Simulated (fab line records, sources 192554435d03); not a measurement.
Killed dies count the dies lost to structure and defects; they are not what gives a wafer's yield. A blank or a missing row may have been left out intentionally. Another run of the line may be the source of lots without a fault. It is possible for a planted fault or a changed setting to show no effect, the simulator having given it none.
Chamber matching | flow n5-finfet | N5_MIM_TOP_ALD_00 on ald-hk-03 has 4 sister chambers
The step deposits Al2O3, purge time 3 s, co reactant pulse time 3 s. 4 wafers are shown with their chamber, then 8 later ones without.

== WAFERS, EACH WITH ITS CHAMBER ==
wafer  | chamber | precursor-pulse-height-rel
L989.1 | 2       | 1.018
L994.4 | 1       | 0.995
L994.5 | 3       | 1.011
L100.2 | 0       | 0.985

== WAFERS WITH NO CHAMBER GIVEN ==
wafer  | precursor-pulse-height-rel
L100.4 | 0.998
L100.5 | 1.012
L101.2 | 0.994
L101.3 | 1.011
L101.4 | 0.989
L102.2 | 0.987
L102.4 | 1.006
L102.5 | 1.003

== WHICH CHAMBER EACH WENT THROUGH ==
wafer  | from the rows above          | in truth
L100.4 | 1                            | 1
L100.5 | can't be placed: 3 or 2      | 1
L101.2 | 1                            | 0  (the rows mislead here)
L101.3 | can't be placed: 3 or 2      | 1
L101.4 | can't be placed: 0 or 1      | 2
L102.2 | can't be placed: 0 or 1      | 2
L102.4 | can't be placed: 3 or 1 or 2 | 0
L102.5 | can't be placed: 1 or 3 or 2 | 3
Placed correctly: 1 of 8. Cannot be placed on the basis of these rows: 6; the candidates contain the true chamber in 1. Wrongly placed: 1.
How it was worked out, from the rows above alone: a wafer's distance from a chamber is the root of the sum, over the readings, of the square of ((its reading less the chamber's mean) divided by the reading's scatter). The wafer belongs to the nearest chamber; if the next one is less than 2 further off, it can't be placed. Each chamber's mean is taken over the wafers shown for it. The scatter: with one shown wafer a chamber, the root of the mean of the squares of how far each hidden wafer lies from its nearest shown one.
